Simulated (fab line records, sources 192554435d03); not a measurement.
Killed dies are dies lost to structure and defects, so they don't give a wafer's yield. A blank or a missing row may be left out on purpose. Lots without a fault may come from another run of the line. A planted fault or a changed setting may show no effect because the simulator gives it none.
A struck lot beside a sound one | flow n5_finfet | 38 steps out of a route of 1938
Sound: wafers L165.3, L165.4, L165.6. Struck: wafers L152.1, L152.3. The cause comes at the end.
At each step with rows: each side's tool, then ch and its chambers, then its first start. Under that, the readings that differ: sound wafers | struck wafers | difference of the means | sigmas: that difference in standard deviations of wafers without a fault.
alike: readings whose means differ by less than 2 such deviations, and words and numbers that are the same on both sides. not compared: withheld readings, readings that some wafer has no value for, bounds like >300 that may hide the same value, and numbers for which the record gives no deviation and whose values overlap.
The two part at a step that has a row with sigmas, a row that says differs or no value, or rows on one side only. Numbers that don't overlap but have no deviation are shown without sigmas and don't part them. A reading that every wafer of one side lacks parts them only if that side has two wafers or more.

first, 9 steps without rows for these wafers: N5_BEOL_M4_ANNEAL_95 (time 240 s); N5_BEOL_M4_SPUTTER_96 (material Cu, target thk 4.5 nm, time 8.29 s); N5_BEOL_M4_ECD_50 (material Cu, target thk 300 nm); N5_BEOL_M4_ANNEAL_51 (time 90 s); N5_BEOL_M4_CMP_52 (polishes, stops on SiOC, t overpolish 6.8 s, target thk 40 nm); N5_BEOL_M4_PRE_CLEAN_60 (time 15 s); N5_BEOL_M4_CO_CAP_55 (material Co, precursor CCTBA/H2, target thk 2 nm, time 102.1 s); N5_BEOL_M4_PRE_CLEAN_56 (time 15 s); N5_BEOL_M4_DEP_57 (deposits SiCN from 3MS/NH3, target thk 8 nm, time 14 s).
N5_BEOL_M4_RC_MEAS_101:
  sound on prober-02 ch 0, day 12 09:26; struck on prober-01 ch 0, day 9 05:26
  reading   | sound       | struck  | difference | sigmas
  VT_N (mV) | 257 253 253 | 247 248 | -7         | -2
  alike: DIBL_N, DIBL_P, IOFF_N, IOFF_P, ION_N, ION_P, SS_N, SS_P, VT_P
then, 24 steps without rows for these wafers: N5_BEOL_M5_ILD_DEP_00 (deposits SiCOH lowk from DEMS/porogen, target thk 140.64 nm, time 25.9 s); N5_BEOL_M5_CURE_79 (cures SiCOH lowk, time 240 s); N5_BEOL_M5_PECVD_70 (deposits SiO2 from TEOS/O2, target thk 16 nm, time 18 s); N5_BEOL_M5_HM_DEP_02 (deposits TiN, target thk 20 nm); N5_BEOL_M5_COAT_59 (time 60 s, resist thk 60 nm); N5_BEOL_M5_COAT_60 (time 60 s, resist thk 12 nm); N5_BEOL_M5_COAT_71 (time 60 s, resist thk 5 nm); N5_BEOL_M5_COAT_05 (resist thk 30 nm); N5_BEOL_M5_EBR_07; N5_BEOL_M5_SOFTBAKE_06 (time 60 s); N5_BEOL_M5_EXPOSE_08 (exposes mask M5, target cd 28 nm); N5_BEOL_M5_PEB_09 (peb time 60 s); N5_BEOL_M5_DEVELOP_10 (develop time 30 s); N5_BEOL_M5_DESCUM_16 (chemistry O2, time 7 s); N5_BEOL_M5_ETCH_72 (etches underlayer in N2/H2, target depth 6.5 nm, time 5.2 s); N5_BEOL_M5_ETCH_61 (etches SiARC in CF4, target depth 15.6 nm, time 26 s); N5_BEOL_M5_ETCH_62 (etches SOC in N2/H2, target depth 75 nm, overetch 15 nm, time 112.5 s); N5_BEOL_M5_STRIP_63 (strips in N2/H2); N5_BEOL_M5_STRIP_73 (strips in N2/H2); N5_BEOL_M5_STRIP_64 (strips in CF4); N5_BEOL_M5_HM_OPEN_17 (chemistry Cl2/BCl3, target TiN, target depth 20 nm, overetch 6 nm); N5_BEOL_M5_STRIP_19 (strips in O2); N5_BEOL_M5_COAT_65 (time 60 s, resist thk 60 nm); N5_BEOL_M5_COAT_66 (time 60 s, resist thk 12 nm).
-- the record jumps here: 3 days lie between the struck wafers' starts before and after (it left off in module BEOL_M5 and takes up again in module BEOL_M12, whose first step shown is number 1608 of the route) --
N5_BEOL_M12_EXPOSE_07: exposes mask V11.
  sound on krf_scanner-02 ch 0, day 15 01:59; struck on krf_scanner-01 ch 0, day 11 21:43
  alike: mask, focus_offset_nm
N5_BEOL_M12_CD_MEAS_10: target cd 140 nm.
  sound on cd_sem-01 ch 0, day 15 02:08; struck on cd_sem-01 ch 0, day 11 21:53
  reading    | sound             | struck    | difference | sigmas
  cd_nm (nm) | 141.5 139.8 140.3 | 99.9 96.5 | -42.3      | -28
N5_BEOL_M12_CD_MEAS_17: target cd 140 nm.
  sound on cd_sem-01, day 15 02:43; struck on cd_sem-01, day 11 22:35
  reading    | sound             | struck    | difference | sigmas
  cd_nm (nm) | 141.6 139.9 140.1 | 99.3 95.6 | -43.1      | -24
N5_PASSIVATION_PROBE_49:
  sound on prober-02, day 16 16:23; struck on prober-02, day 13 20:38
  reading                  | sound          | struck    | difference | sigmas
  defect_limited_yield (%) | 91.7 90.8 90.8 | 0 0       | -91        | -70
  killed_at_M4_up          | 3 12 16        | 1085 1093 | +1079      | +99 or more
  killed_dies              | 98 108 109     | 1180 1180 | +1075      | +72
  killed_on_rim            | 10 14 10       | 152 152   | +141       | +36
  sort_bin_5_function (%)  | 4.3 4.7 4.7    | 96.0 96.8 | +91.8      | +99 or more
  sort_n_pass              | 1082 1072 1071 | 0 0       | -1075      | -72
  sort_yield_pct (%)       | 91.7 90.8 90.8 | 0 0       | -91        | -70
  alike: killed_at_M0_to_M3, killed_at_contacts, killed_at_front_end, killed_at_other, killed_open, killed_short, sort_bin_6_memory

WHERE THEY PART
First at N5_BEOL_M4_RC_MEAS_101; last, within this record, at N5_PASSIVATION_PROBE_49.

WHY: what the simulator had put in
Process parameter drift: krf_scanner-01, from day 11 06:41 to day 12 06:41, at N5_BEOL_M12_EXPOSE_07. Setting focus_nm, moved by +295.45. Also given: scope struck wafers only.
